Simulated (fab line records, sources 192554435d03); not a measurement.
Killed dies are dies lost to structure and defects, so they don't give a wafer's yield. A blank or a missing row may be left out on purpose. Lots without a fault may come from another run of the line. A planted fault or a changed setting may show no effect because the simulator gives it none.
A struck lot beside a sound one | flow n5_finfet | 24 steps out of a route of 1938
Sound: wafers L203.1, L203.2, L203.3. Struck: wafers L224.1, L224.2, L224.3. The cause comes at the end.
At each step with rows: each side's tool, then ch and its chambers, then its first start. Under that, the readings that differ: sound wafers | struck wafers | difference of the means | sigmas: that difference in standard deviations of wafers without a fault.
alike: readings whose means differ by less than 2 such deviations, and words and numbers that are the same on both sides. not compared: withheld readings, readings that some wafer has no value for, bounds like >300 that may hide the same value, and numbers for which the record gives no deviation and whose values overlap.
The two part at a step that has a row with sigmas, a row that says differs or no value, or rows on one side only. Numbers that don't overlap but have no deviation are shown without sigmas and don't part them. A reading that every wafer of one side lacks parts them only if that side has two wafers or more.

first, 2 steps without rows for these wafers: N5_SD_EPI_N_SRD_20 (time 30 s); N5_SD_EPI_N_PRECLEAN_48 (cleans in NF3:NH3, afs cycles 2, time 20 s, sublimation time 60 s).
N5_SD_EPI_N_VAPOR_ETCH_50: etches Si in HCl, time 54 s.
  sound on epi_rpcvd-02 ch 0, day 3 08:25; struck on epi_rpcvd-02 ch 0, day 8 14:17
  alike: lamp_inner_pct, throttle_valve_pct
then, 1 step without rows for these wafers: N5_SD_EPI_N_EPI_21 (deposits Si:P, time 690 s).
N5_SD_EPI_N_EPI_MEAS_23:
  sound on film_metro-02, day 3 10:56; struck on film_metro-01, day 8 16:49
  alike: thk_nm
then, 3 steps without rows for these wafers: N5_SD_EPI_N_PRECLEAN_24 (cleans in O3/DIW, time 60 s); N5_SD_EPI_N_SRD_25 (time 30 s); N5_SD_EPI_N_PRECLEAN_49 (cleans in NF3:NH3, afs cycles 1, time 20 s, sublimation time 60 s).
N5_SD_EPI_N_LINER_46: material SiNx, target thk 3 nm.
  sound on ald_sin-02 ch 0,2,3, day 3 11:50; struck on ald_sin-04 ch 0,1,2, day 8 17:08
  alike: heater_power_outer_w, heater_power_w
N5_SD_EPI_N_INSPECT_26: inspects for defects (darkfield).
  sound on defect_inspect-01, day 3 12:05; struck on defect_inspect-02, day 8 17:23
  alike: raw_defect_count
then, 2 steps without rows for these wafers: N5_SD_EPI_P_COAT_34 (time 60 s, resist thk 350 nm); N5_SD_EPI_P_COAT_35 (time 60 s, resist thk 35 nm).
N5_SD_EPI_P_COAT_03: resist thk 150 nm.
  sound on litho_track-03 ch 0, day 3 12:07; struck on litho_track-04 ch 0, day 8 17:26
  reading                                             | sound                | struck               | difference | sigmas
  spin_speed_rpm (rpm)                                | 1500.5 1499.5 1498.7 | 1677.1 1675.0 1676.9 | +176.8     | +99 or more
  model.CAR-ArF-block_of_SD_EPI_P_COAT_03.thk_nm (nm) | 151 150.6 151.2      | 142.8 142.8 143      | -8.1       |
  alike: resist_line_temp_C
then, 5 steps without rows for these wafers: N5_SD_EPI_P_EBR_05; N5_SD_EPI_P_SOFTBAKE_04 (time 60 s); N5_SD_EPI_P_EXPOSE_06 (exposes mask SD P BLK, target cd 240 nm); N5_SD_EPI_P_PEB_07 (peb time 60 s); N5_SD_EPI_P_DEVELOP_08 (develop time 30 s).
N5_SD_EPI_P_CD_MEAS_09: target cd 240 nm.
  sound on cd_sem-02 ch 0, day 3 12:29; struck on cd_sem-01 ch 0, day 8 17:47
  alike: cd_nm
N5_SD_EPI_P_OVL_MEAS_10:
  sound on overlay-01 ch 0, day 3 12:31; struck on overlay-01 ch 0, day 8 17:49
  alike: SD_P_BLK_OVL
N5_SD_EPI_P_INSPECT_11: inspects for defects (macro).
  sound on defect_inspect-02, day 3 12:32; struck on defect_inspect-01, day 8 17:50
  alike: raw_defect_count
N5_SD_EPI_P_DESCUM_14: chemistry O2, time 7.9 s.
  sound on rie_diel-02 ch 0,1,2, day 3 12:34; struck on rie_diel-03 ch 1,2,3, day 8 18:01
  alike: drypump_motor_current_A, o2_flow_sccm, oes_product_au, rf_vpp_V, showerhead_plenum_p_Torr, throttle_valve_pct
  not compared: rf_hours_counter_h
N5_SD_EPI_P_ETCH_36: etches SiARC in CF4, target depth 45.5 nm, time 75.8 s.
  sound on rie_diel-02 ch 0,1,2, day 3 12:37; struck on rie_diel-03 ch 1,2,3, day 8 18:02
  reading                                             | sound           | struck          | difference | sigmas
  model.CAR-ArF-block_of_SD_EPI_P_COAT_03.thk_nm (nm) | 112 111.6 112.2 | 103.8 103.8 104 | -8.1       |
  alike: cf4_flow_sccm, drypump_motor_current_A, etch_rf_on_time_s, oes_product_au, rf_vpp_V, showerhead_plenum_p_Torr, throttle_valve_pct
  not compared: rf_hours_counter_h
N5_SD_EPI_P_ETCH_37: etches SOC in N2/H2, overetch 108 nm, time 486 s.
  sound on rie_diel-02 ch 0,1,2, day 3 12:40; struck on rie_diel-03 ch 1,2,3, day 8 18:06
  alike: drypump_motor_current_A, oes_product_au, rf_vpp_V, showerhead_plenum_p_Torr, throttle_valve_pct
  not compared: rf_hours_counter_h

WHERE THEY PART
Only at N5_SD_EPI_P_COAT_03, within this record. Later steps at which nothing parts them and some readings are alike: N5_SD_EPI_P_CD_MEAS_09, N5_SD_EPI_P_OVL_MEAS_10, N5_SD_EPI_P_INSPECT_11, N5_SD_EPI_P_DESCUM_14, N5_SD_EPI_P_ETCH_36, N5_SD_EPI_P_ETCH_37.

WHY: what the simulator had put in
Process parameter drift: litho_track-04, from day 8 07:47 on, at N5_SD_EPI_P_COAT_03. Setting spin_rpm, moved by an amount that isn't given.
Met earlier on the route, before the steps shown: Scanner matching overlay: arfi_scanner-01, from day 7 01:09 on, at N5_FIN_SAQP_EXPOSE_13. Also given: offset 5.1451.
